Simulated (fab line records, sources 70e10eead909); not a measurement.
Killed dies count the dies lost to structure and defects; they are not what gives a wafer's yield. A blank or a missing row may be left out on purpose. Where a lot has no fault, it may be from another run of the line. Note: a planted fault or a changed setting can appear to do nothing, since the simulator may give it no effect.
Matching of chambers :: flow nandHarc :: NHARC_A_WL_FILL_ALD_10 on aldHk-02: 4 sister chambers
The step deposits SiO2, target thk 50 nm, pulse time 10 s, ald cycles 500. 8 wafers are shown with their chamber, then 6 later ones without.

WAFERS WITH THEIR CHAMBER
wafer: L983.2
chamber: 1
heaterPowerOuterW (W): 250
heaterPowerW (W): 439

wafer: L984.4
chamber: 3
heaterPowerOuterW (W): 221
heaterPowerW (W): 397

wafer: L984.5
chamber: 2
heaterPowerOuterW (W): 290
heaterPowerW (W): 504

wafer: L985.2
chamber: 2
heaterPowerOuterW (W): 280
heaterPowerW (W): 506

wafer: L985.5
chamber: 0
heaterPowerOuterW (W): 322
heaterPowerW (W): 524

wafer: L985.6
chamber: 3
heaterPowerOuterW (W): 222
heaterPowerW (W): 403

wafer: L986.1
chamber: 0
heaterPowerOuterW (W): 328
heaterPowerW (W): 536

wafer: L986.2
chamber: 1
heaterPowerOuterW (W): 245
heaterPowerW (W): 428

WAFERS WITH NO CHAMBER GIVEN
wafer: L986.5
heaterPowerOuterW (W): 248
heaterPowerW (W): 435

wafer: L993.4
heaterPowerOuterW (W): 217
heaterPowerW (W): 397

wafer: L993.5
heaterPowerOuterW (W): 330
heaterPowerW (W): 554

wafer: L993.6
heaterPowerOuterW (W): 247
heaterPowerW (W): 424

wafer: L996.4
heaterPowerOuterW (W): 254
heaterPowerW (W): 425

wafer: L996.6
heaterPowerOuterW (W): 245
heaterPowerW (W): 431

WHICH CHAMBER EACH ONE RAN IN
wafer: L986.5
from the rows above: 1
in truth: 1

wafer: L993.4
from the rows above: 3
in truth: 3

wafer: L993.5
from the rows above: 0
in truth: 0

wafer: L993.6
from the rows above: 1
in truth: 1

wafer: L996.4
from the rows above: 1
in truth: 1

wafer: L996.6
from the rows above: 1
in truth: 1
6 of 6 placed correctly. From these rows, 0 cannot be placed. Wrongly placed: 0.
How it was worked out, from the rows above alone: a wafer's distance from a chamber is the root of the sum, over the readings, of the square of ((its reading less the chamber's mean) divided by the reading's scatter). The wafer belongs to the nearest chamber; if the next one is less than 2 further off, it can't be placed. The mean given for a chamber averages the wafers shown for that chamber. The scatter is the square root of a quotient: the sum, over the shown wafers, of each reading's squared deviation from its chamber's mean, divided by wafers minus chambers.
